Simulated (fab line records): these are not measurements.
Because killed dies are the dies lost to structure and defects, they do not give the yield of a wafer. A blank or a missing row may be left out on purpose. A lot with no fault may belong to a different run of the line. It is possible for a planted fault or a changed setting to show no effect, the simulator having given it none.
Split-lot study || flow n5_finfet || 21 wafers read across 7 lots, on a route 1938 steps long

== THE SPLIT ==
At N5_MOL_CONTACT_COAG_EXPOSE_37 (exposes mask VD, defocus 0 nm), the setting dose_mj was moved away from the recipe's 62 on 10 of the 21 wafers read, by -6.9% to +5.5%. This setting was run at the recipe's value on the other wafers.

== FROM THE SPLIT TO THE READING: what the file shows between them, 8 steps ==
- N5_MOL_CONTACT_COAG_PEB_38: peb time 60 s
- N5_MOL_CONTACT_COAG_DEVELOP_39: develop time 30 s
- N5_MOL_CONTACT_COAG_CD_MEAS_40: target cd 25.1 nm
- N5_MOL_CONTACT_COAG_ALD_133: deposits SiO2, target thk 5 nm, pulse time 1 s, co reactant pulse time 1 s (also split here: ald_cycles)
- N5_MOL_CONTACT_COAG_ETCHBACK_134: etches SiO2 in CHF3, target depth 10 nm, time 6.7 s
- N5_MOL_CONTACT_COAG_ETCH_67: etches SOC in N2/H2, target depth 60 nm, overetch 21 nm, time 101.2 s
- N5_MOL_CONTACT_COAG_PRECLEAN_138: cleans in alkaline clean, time 60 s
- N5_MOL_CONTACT_COAG_SRD_139: time 30 s

== THE READING ==
Shown in nm: cd_nm at N5_MOL_CONTACT_COAG_CD_MEAS_101, with target cd 16 nm. Typical for fault-free wafers on this fab line: 16.01 nm, with standard deviation 0.29 nm.

{"wafer": "L079.1", "tool, chamber at the split": "euv_scanner-01, 0", "dose_mj as run": 62, "against the recipe": "recipe", "cd_nm, nm": 16.06, "against lot-mates on the recipe": "-"}
{"wafer": "L079.3", "tool, chamber at the split": "euv_scanner-01, 0", "dose_mj as run": 62, "against the recipe": "recipe", "cd_nm, nm": 15.94, "against lot-mates on the recipe": "-"}
{"wafer": "L079.5", "tool, chamber at the split": "euv_scanner-01, 0", "dose_mj as run": 62, "against the recipe": "recipe", "cd_nm, nm": 15.75, "against lot-mates on the recipe": "-"}
{"wafer": "L082.2", "tool, chamber at the split": "euv_scanner-01, 0", "dose_mj as run": 62, "against the recipe": "recipe", "cd_nm, nm": 15.75, "against lot-mates on the recipe": "-"}
{"wafer": "L082.4", "tool, chamber at the split": "euv_scanner-01, 0", "dose_mj as run": 62, "against the recipe": "recipe", "cd_nm, nm": 15.93, "against lot-mates on the recipe": "-"}
{"wafer": "L082.5", "tool, chamber at the split": "euv_scanner-01, 0", "dose_mj as run": 57.95, "against the recipe": "-6.5%", "cd_nm, nm": 14.75, "against lot-mates on the recipe": -1.09}
{"wafer": "L087.1", "tool, chamber at the split": "euv_scanner-01, 0", "dose_mj as run": 64.22, "against the recipe": "+3.6%", "cd_nm, nm": 16.80, "against lot-mates on the recipe": "+0.73"}
{"wafer": "L087.3", "tool, chamber at the split": "euv_scanner-01, 0", "dose_mj as run": 64.22, "against the recipe": "+3.6%", "cd_nm, nm": 16.61, "against lot-mates on the recipe": "+0.54"}
{"wafer": "L087.4", "tool, chamber at the split": "euv_scanner-01, 0", "dose_mj as run": 62, "against the recipe": "recipe", "cd_nm, nm": 16.07, "against lot-mates on the recipe": "-"}
{"wafer": "L091.3", "tool, chamber at the split": "euv_scanner-01, 0", "dose_mj as run": 59.11, "against the recipe": "-4.7%", "cd_nm, nm": 15.27, "against lot-mates on the recipe": "no lot-mate on the recipe"}
{"wafer": "L091.4", "tool, chamber at the split": "euv_scanner-01, 0", "dose_mj as run": 59.11, "against the recipe": "-4.7%", "cd_nm, nm": 15.26, "against lot-mates on the recipe": "no lot-mate on the recipe"}
{"wafer": "L091.5", "tool, chamber at the split": "euv_scanner-01, 0", "dose_mj as run": 59.11, "against the recipe": "-4.7%", "cd_nm, nm": 14.74, "against lot-mates on the recipe": "no lot-mate on the recipe"}
{"wafer": "L093.1", "tool, chamber at the split": "euv_scanner-01, 0", "dose_mj as run": 62, "against the recipe": "recipe", "cd_nm, nm": 15.64, "against lot-mates on the recipe": "-"}
{"wafer": "L093.2", "tool, chamber at the split": "euv_scanner-01, 0", "dose_mj as run": 57.71, "against the recipe": "-6.9%", "cd_nm, nm": 14.89, "against lot-mates on the recipe": -0.75}
{"wafer": "L093.4", "tool, chamber at the split": "euv_scanner-01, 0", "dose_mj as run": 57.71, "against the recipe": "-6.9%", "cd_nm, nm": 14.72, "against lot-mates on the recipe": -0.92}
{"wafer": "L094.1", "tool, chamber at the split": "euv_scanner-02, 0", "dose_mj as run": 62, "against the recipe": "recipe", "cd_nm, nm": 16.14, "against lot-mates on the recipe": "-"}
{"wafer": "L094.2", "tool, chamber at the split": "euv_scanner-02, 0", "dose_mj as run": 62, "against the recipe": "recipe", "cd_nm, nm": 16.08, "against lot-mates on the recipe": "-"}
{"wafer": "L094.6", "tool, chamber at the split": "euv_scanner-02, 0", "dose_mj as run": 62, "against the recipe": "recipe", "cd_nm, nm": 15.80, "against lot-mates on the recipe": "-"}
{"wafer": "L096.2", "tool, chamber at the split": "euv_scanner-02, 0", "dose_mj as run": 62, "against the recipe": "recipe", "cd_nm, nm": 15.94, "against lot-mates on the recipe": "-"}
{"wafer": "L096.4", "tool, chamber at the split": "euv_scanner-02, 0", "dose_mj as run": 65.43, "against the recipe": "+5.5%", "cd_nm, nm": 16.92, "against lot-mates on the recipe": "+0.98"}
{"wafer": "L096.5", "tool, chamber at the split": "euv_scanner-02, 0", "dose_mj as run": 65.43, "against the recipe": "+5.5%", "cd_nm, nm": 16.86, "against lot-mates on the recipe": "+0.92"}

FIT RESULTS
A straight line over all 21 wafers: cd_nm changes by +0.177 nm for each +1% of dose_mj; r = +0.97; the points scatter about the line by 0.17 nm.
The same after taking each lot's own level away (the mean of its wafers on the recipe; 18 wafers): +0.15 nm for each +1%; r = +0.97; scatter 0.13 nm.
Per that fit: largest dose_mj move, reading shift of 1 nm.
Measured against the standard deviation above, the lots' own levels, which go from 15.640 to 16.070 nm, span 1.5 times it.
So the slope is not independent of the lot-to-lot level: the two fits are not the same.
Check: for one of the wafers moved furthest among these (-6.9%), held out of the fit, the line's prediction against its lot-mates is -1.09 nm. Against them it came out at -0.75 nm.

== THE OTHER SPLITS THESE WAFERS WENT THROUGH ==
Before the reading, these wafers also passed through other splits. Each is held against what the fit with the lots' levels taken away leaves over:
{"other split on the same wafers": "N5_MOL_CONTACT_COAG_ALD_133 ald_cycles", "wafers away from the commonest value": 8, "r with cd_nm (lot level and that fit taken away)": -0.31}

== THE WHOLE CHAIN: every reading that the file lists as answering this split, in the file's order ==
{"step": "N5_MOL_CONTACT_COAG_CD_MEAS_40", "what it does": "target cd 25.1 nm", "reading": "cd_nm", "change (the file's fit)": "+0.197 nm for each +1% of the setting", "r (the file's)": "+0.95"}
{"step": "N5_MOL_CONTACT_COAG_CD_MEAS_101", "what it does": "target cd 16 nm", "reading": "cd_nm", "change (the file's fit)": "+0.152 nm for each +1% of the setting", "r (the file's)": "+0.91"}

== THE FILE'S OWN FIT ==
cd_nm changes by +0.152 nm for each +1% of dose_mj, r = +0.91.
